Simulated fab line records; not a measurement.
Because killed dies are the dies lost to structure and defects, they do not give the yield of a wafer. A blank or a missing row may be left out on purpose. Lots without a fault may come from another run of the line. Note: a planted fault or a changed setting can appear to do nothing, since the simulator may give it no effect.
A lot that was struck, set against a sound lot ; flow nand-harc ; 14 out of 1302 route steps
Sound: the wafers L432.1, L432.2, L432.3. Wafers struck: L420.1, L420.4, L420.5. The cause is given at the end.
Order at every step that has rows: each side's tool, ch and its chambers, its first start. Under that, the readings that differ: sound wafers ; struck wafers ; difference of the means ; sigmas: that difference in standard deviations of wafers without a fault.
alike: readings with means less than 2 such deviations apart, plus words and numbers identical on both sides. not compared: withheld readings, readings lacking a value on some wafer, bounds such as >300 that could conceal the same value, and numbers that have no deviation in the record and whose values overlap.
A row with sigmas, a row that says differs or no value, or rows on one side alone: a step with any of these is where the two part. When numbers do not overlap yet have no deviation, they are printed without sigmas and do not part them. Lack of a reading on every wafer of one side parts them only where that side has two or more wafers.

first, 1 step without rows for these wafers: NHARC_A_ONON_D2_DEP_19 (target thk 1000 nm).
NHARC_A_ONON_D2_THK_MEAS_21: measures by ellipsometry.
  sound: film-metro-01 at day 21 16:33; struck: film-metro-01 at day 16 13:17
  alike: thk-nm
then, no rows for these wafers at 1 step: NHARC_A_ONON_D2_DEP_22 (target thk 1000 nm).
NHARC_A_ONON_D2_THK_MEAS_24: measures by ellipsometry.
  sound: film-metro-01 at day 21 17:07; struck: film-metro-02 at day 16 13:52
  alike: thk-nm
then, no rows for these wafers at 1 step: NHARC_A_ONON_D2_DEP_25 (target thk 1000 nm).
NHARC_A_ONON_D2_THK_MEAS_27: measures by ellipsometry.
  sound: film-metro-02 at day 21 17:41; struck: film-metro-01 at day 16 14:26
  alike: thk-nm
then, no rows for these wafers at 1 step: NHARC_A_ONON_D2_DEP_28 (target thk 1000 nm).
NHARC_A_ONON_D2_THK_MEAS_30: measures by ellipsometry.
  sound: film-metro-02 at day 21 18:15; struck: film-metro-01 at day 16 15:02
reading;sound;struck;difference;sigmas
thk-nm (nm);983 980 983;1007 1006 1006;+24;+2
NHARC_A_ONON_D2_DEP_33: deposits SiO2, target thk 200 nm.
  sound on pecvd-03 ch 1,2, day 21 18:19; struck on pecvd-04 ch 0,2, day 16 15:10
  alike: flow-sccm, heater-power-outer-w, heater-power-w, throttle-valve-pct
NHARC_A_ONON_D2_THK_MEAS_34: measures by ellipsometry.
  sound: film-metro-02 at day 21 18:52; struck: film-metro-01 at day 16 15:30
  alike: thk-nm
NHARC_A_ONON_D2_INSPECT_32:
  sound: defect-inspect-02 at day 21 18:56; struck: defect-inspect-02 at day 16 15:34
  alike: raw-defect-count
NHARC_A_CHANNEL_HOLE_D2_DEP_00: deposits aC, target thk 3100 nm.
  sound on acl-dep-01 ch 0, day 21 19:41; struck on acl-dep-02 ch 0, day 16 20:01
  alike: throttle-valve-pct
NHARC_A_CHANNEL_HOLE_D2_DEP_01: deposits SiON, target thk 140 nm.
  sound on pecvd-03 ch 1,2, day 21 21:40; struck on pecvd-02 ch 0,1,2, day 16 22:01
  alike: heater-power-outer-w, heater-power-w
-- break in the record here, with 13 days between the starts of the struck wafers on either side (left off in module A_CHANNEL_HOLE_D2, picked up again in module END, where the first step shown is number 1302 on the route) --
NHARC_END_SORT_01:
  at this point the record logs the struck wafers (prober-02 ch 0, day 29 11:50) and has no rows for the sound ones

## WHERE THEY PART
First at NHARC_A_ONON_D2_THK_MEAS_30; last, within this record, at NHARC_END_SORT_01.

WHY: whatever the simulator had introduced
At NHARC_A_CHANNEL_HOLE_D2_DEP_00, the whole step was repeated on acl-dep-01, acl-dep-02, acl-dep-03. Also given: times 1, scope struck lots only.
